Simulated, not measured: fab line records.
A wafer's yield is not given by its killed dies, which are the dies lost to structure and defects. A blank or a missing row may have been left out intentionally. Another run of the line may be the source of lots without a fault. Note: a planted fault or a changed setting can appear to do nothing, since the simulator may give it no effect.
A lot that was struck, set against a sound lot ; flow n5 finfet ; 26 out of 1938 route steps
Sound: the wafers L614.2, L614.4, L614.6. Struck: wafer L606.5. (L606.4 of the same lot was not struck and is left out.) The cause comes at the end.
At each step with rows: each side's tool, then ch and its chambers, then its first start. Under that, the readings that differ: sound wafers ; struck wafers ; difference of the means ; sigmas: that difference in standard deviations of wafers without a fault.
alike: readings with means less than 2 such deviations apart, plus words and numbers identical on both sides. not compared: withheld readings, readings lacking a value on some wafer, bounds such as >300 that could conceal the same value, and numbers that have no deviation in the record and whose values overlap.
A row with sigmas, a row that says differs or no value, or rows on one side alone: a step with any of these is where the two part. Numbers that have no deviation but don't overlap get no sigmas and don't part them. A reading missing from all wafers of one side parts the sides only when that side holds two or more wafers.

first, 10 steps without rows for these wafers: N5_FIN_SAQP_PRECLEAN_42 (cleans in O3/DIW, time 60 s); N5_FIN_SAQP_PRECLEAN_00 (cleans in SC1, time 60 s); N5_FIN_SAQP_PRECLEAN_44 (cleans in SC2, time 45 s); N5_FIN_SAQP_SRD_01 (time 30 s); N5_FIN_SAQP_ALD_61 (deposits SiO2, target thk 4 nm, pulse time 1 s, purge time 2 s); N5_FIN_SAQP_DENSIFY_62 (time 60 s); N5_FIN_SAQP_HM_DEP_03 (deposits SiNx from SiH4/NH3/N2, target thk 38 nm, time 33.6 s); N5_FIN_SAQP_PECVD_47 (deposits a-Si from SiH4/He, target thk 45 nm, time 36.3 s); N5_FIN_SAQP_PECVD_48 (deposits SiNx from SiH4/NH3/N2, target thk 25 nm, time 22.1 s); N5_FIN_SAQP_PECVD_06 (deposits a-Si from SiH4/He, target thk 60 nm, time 48.1 s).
N5_FIN_SAQP_HM_DEP_72: deposits SiO2 from SiH4/N2O, target thk 12 nm, time 7.2 s.
  sound on pecvd-04 ch 1,2, day 5 21:20; struck on pecvd-02 ch 1, day 3 22:47
reading;sound;struck;difference;sigmas
model.SiO2_of_FIN_SAQP_HM_DEP_72.thk nm (nm);11.7 12.03 11.92;10.8;-1.1;
  alike: chamber pressure Torr, heater power outer w, heater power w, showerhead plenum p Torr
then, 12 steps without rows for these wafers: N5_FIN_SAQP_COAT_49 (time 60 s, resist thk 100 nm); N5_FIN_SAQP_COAT_50 (time 60 s, resist thk 35 nm); N5_FIN_SAQP_COAT_10 (resist thk 90 nm); N5_FIN_SAQP_EBR_12; N5_FIN_SAQP_SOFTBAKE_11 (time 60 s); N5_FIN_SAQP_EXPOSE_13 (exposes mask FIN CORE, target cd 35.6 nm); N5_FIN_SAQP_PEB_14 (peb time 60 s); N5_FIN_SAQP_DEVELOP_15 (develop time 30 s); N5_FIN_SAQP_DESCUM_21 (chemistry O2, time 7.9 s); N5_FIN_SAQP_ETCH_51 (etches SiARC in CF4, target depth 45.5 nm, time 75.8 s); N5_FIN_SAQP_ETCH_52 (etches SOC in N2/H2, target depth 100 nm, overetch 20 nm, time 150 s); N5_FIN_SAQP_STRIP_53 (strips in N2/H2).
N5_FIN_SAQP_HM_OPEN_73: chemistry CHF3/O2, target SiO2, stops on a-Si, target depth 12 nm, time 16.8 s.
  sound on rie diel-01 ch 1,3, day 5 22:13; struck on rie diel-04 ch 1, day 3 23:31
reading;sound;struck;difference;sigmas
rf vpp V (V);510 510 523;533;+19;+2
model.etch.depth nm (nm);11.7 12.03 11.92;10.8;-1.1;
  alike: drypump motor current A, oes product au, showerhead plenum p Torr, throttle valve pct
  not compared: rf hours counter h
then, 1 step without rows for these wafers: N5_FIN_SAQP_STRIP_74 (strips in CHF3/O2).
-- record jumps: 6 days separate the struck wafers' starts on either side; left off in module FIN_SAQP, taken up again in module BEOL_M4, whose first shown step is the route's number 1111 --
N5_BEOL_M4_RC_MEAS_101:
  sound on prober-02 ch 0, day 11 13:49; struck on prober-01 ch 0, day 10 03:19
reading;sound;struck;difference;sigmas
DIBL_N (mV/V);35.4 37.2 34.5;40.0;+4.3;+3
IOFF_N (nA/um);0.12 0.15 0.11;0.22;+0.09;+3
IOFF_P (nA/um);0.17 0.20 0.15;0.29;+0.12;+3
ION_N (uA/um);670 677 645;691;+27;+2
ION_P (uA/um);456 460 444;474;+21;+3
VT_P (mV);-253 -253 -255;-245;+9;+2
  alike: DIBL_P, SS_N, SS_P, VT_N

== WHERE THEY PART ==
Last at N5_BEOL_M4_RC_MEAS_101 as far as this record goes, first at N5_FIN_SAQP_HM_OPEN_73.

WHY: what the simulator had put in
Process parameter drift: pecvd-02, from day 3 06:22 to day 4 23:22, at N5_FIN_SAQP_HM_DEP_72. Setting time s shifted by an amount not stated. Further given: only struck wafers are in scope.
